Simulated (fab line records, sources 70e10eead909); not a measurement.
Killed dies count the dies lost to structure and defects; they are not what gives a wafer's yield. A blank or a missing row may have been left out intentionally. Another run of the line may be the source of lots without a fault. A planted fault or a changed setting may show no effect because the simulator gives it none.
Struck lot and sound lot, side by side -- flow nand_harc -- 13 out of 1159 route steps
Sound: wafers L835.1, L835.5, L835.6. Struck: wafers L846.1, L846.3, L846.6. The cause is named last.
Each step with rows lists, per side, the tool, then ch with its chambers, then its first start. Under that, the readings that differ: sound wafers -- struck wafers -- difference of the means -- sigmas: that difference in standard deviations of wafers without a fault.
alike: readings with means less than 2 such deviations apart, plus words and numbers identical on both sides. not compared: withheld readings, readings lacking a value on some wafer, bounds such as >300 that could conceal the same value, and numbers that have no deviation in the record and whose values overlap.
The two part at a step that has a row with sigmas, a row that says differs or no value, or rows on one side only. Numbers that have no deviation but don't overlap get no sigmas and don't part them. Lack of a reading on every wafer of one side parts them only where that side has two or more wafers.

first, 1 step without rows for these wafers: NHARC_A_M0_SRD_25.
NHARC_A_M0_INSPECT_27:
  sound on defect_inspect-01 at day 20 05:00; struck on defect_inspect-01 at day 23 14:18
  alike: raw_defect_count
NHARC_A_M0_PRE_CLEAN_31: time 12 s.
  sound on pecvd-04 ch 0,1,2, day 20 05:04; struck on pecvd-01 ch 0,1, day 23 14:23
  alike: heater_power_w
NHARC_A_M0_DEP_32: deposits SiCN, target thk 30 nm.
  sound on pecvd-04 ch 0,1,2, day 20 05:09; struck on pecvd-01 ch 0,1, day 23 14:29
  alike: heater_power_w
then, 7 steps without rows for these wafers: NHARC_A_M1_DEP_00 (deposits SiOC, target thk 182.5 nm); NHARC_A_M1_DEHYDRATE_01 (time 120 s); NHARC_A_M1_HMDS_02 (time 30 s); NHARC_A_M1_COAT_34 (time 65 s); NHARC_A_M1_COAT_03 (resist thk 90 nm); NHARC_A_M1_SOFTBAKE_04 (time 55 s); NHARC_A_M1_EBR_05.
NHARC_A_M1_EXPOSE_06: exposes mask A M1, target cd 120 nm.
  sound on arfi_scanner-02 ch 0, day 20 06:14; struck on arfi_scanner-02, day 23 15:32
  no value came back on the struck wafers for exposure_dose_mJ_cm2, focus_offset_nm (nm); on the sound wafers exposure_dose_mJ_cm2 reads 75.16 75.15 75.17
  alike: mask
then, 1 step without rows for these wafers: NHARC_A_M1_PEB_07 (peb time 65 s).

WHERE THEY PART
Only at NHARC_A_M1_EXPOSE_06, as far as this record shows.

WHY: the cause the simulator had injected
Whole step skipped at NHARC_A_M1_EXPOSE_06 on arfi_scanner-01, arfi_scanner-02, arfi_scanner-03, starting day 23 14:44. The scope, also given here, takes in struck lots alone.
